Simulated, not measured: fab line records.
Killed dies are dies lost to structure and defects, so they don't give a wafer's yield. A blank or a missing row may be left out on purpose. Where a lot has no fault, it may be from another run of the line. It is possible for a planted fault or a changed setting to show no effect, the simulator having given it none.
A struck lot beside a sound one / flow n5Finfet / 17 steps out of a route of 1938
Sound: these wafers, L618.2, L618.5, L618.6. Wafers L627.3, L627.5, L627.6 were the ones struck. The cause comes at the end.
For every step that has rows: the tool of each side, followed by ch and its chambers, followed by its first start. Under that, the readings that differ: sound wafers / struck wafers / difference of the means / sigmas: that difference in standard deviations of wafers without a fault.
alike: readings with means less than 2 such deviations apart, plus words and numbers identical on both sides. not compared: withheld readings, readings lacking a value on some wafer, bounds such as >300 that could conceal the same value, and numbers that have no deviation in the record and whose values overlap.
Wherever a step has rows on one side only, a row that says differs or no value, or a row with sigmas, the two part there. Non-overlapping numbers with no deviation appear without sigmas and do not part them. A reading that every wafer of one side lacks parts them only if that side has two wafers or more.

first, 8 steps without rows for these wafers: N5_BEOL_M10_PRE_CLEAN_55 (time 15 s); N5_BEOL_M10_DEP_56 (deposits SiCN from 3MS/NH3, target thk 15 nm, time 26.5 s); N5_BEOL_M11_ILD_DEP_00 (deposits SiCOH lowk from DEMS/porogen, target thk 308.51 nm, time 58 s); N5_BEOL_M11_CURE_71 (cures SiCOH lowk, time 240 s); N5_BEOL_M11_PECVD_70 (deposits SiO2 from TEOS/O2, target thk 20 nm, time 22.7 s); N5_BEOL_M11_HM_DEP_02 (deposits TiN, target thk 20 nm); N5_BEOL_M11_COAT_59 (time 60 s, resist thk 100 nm); N5_BEOL_M11_COAT_60 (time 60 s, resist thk 30 nm).
N5_BEOL_M11_COAT_05: resist thk 90 nm.
  sound on lithoTrack-01 ch 0, day 12 19:50; struck on lithoTrack-01 ch 0, day 15 04:43
reading=spinSpeedRpm (rpm); sound=1497.5 1500.9 1502.2; struck=1343.1 1344.5 1342.3; difference=-156.9; sigmas=-99 or more
reading=model.CAR-ArF_of_BEOL_M11_COAT_05.thkNm (nm); sound=90.6 90.2 90; struck=94.8 95 94.8; difference=+4.6; sigmas=
  alike: chillPlateTempC, resistLineTempC
then, 6 steps without rows for these wafers: N5_BEOL_M11_EBR_07; N5_BEOL_M11_SOFTBAKE_06 (time 60 s); N5_BEOL_M11_EXPOSE_08 (exposes mask M11); N5_BEOL_M11_PEB_09 (peb time 60 s); N5_BEOL_M11_DEVELOP_10 (develop time 30 s); N5_BEOL_M11_DESCUM_16 (chemistry O2, time 7.9 s).
N5_BEOL_M11_ETCH_61: etches SiARC in CF4, target depth 39 nm, time 65 s.
  sound on rieDiel-03 ch 0,2,3, day 12 20:20; struck on rieDiel-04 ch 1,3, day 15 05:13
reading=etchRfOnTimeS (s); sound=63.0 64.1 64.1; struck=66.2 66.6 66.7; difference=+2.8; sigmas=+3
reading=model.CAR-ArF_of_BEOL_M11_COAT_05.thkNm (nm); sound=56 55.4 55.4; struck=60.4 60.4 60.6; difference=+4.9; sigmas=
  alike: biasW, chamberPressureMTorr, drypumpMotorCurrentA, oesProductAu, rfVppV, showerheadPlenumPTorr, throttleValvePct
  not compared: rfHoursCounterH
then, 1 step without rows for these wafers: N5_BEOL_M11_ETCH_62 (etches SOC in N2/H2, target depth 110 nm, overetch 22 nm, time 165 s).

== WHERE THEY PART ==
Last at N5_BEOL_M11_ETCH_61 as far as this record goes, first at N5_BEOL_M11_COAT_05.

WHY: what had been put in by the simulator
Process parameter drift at N5_BEOL_M11_COAT_05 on lithoTrack-01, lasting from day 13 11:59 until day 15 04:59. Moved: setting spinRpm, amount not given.
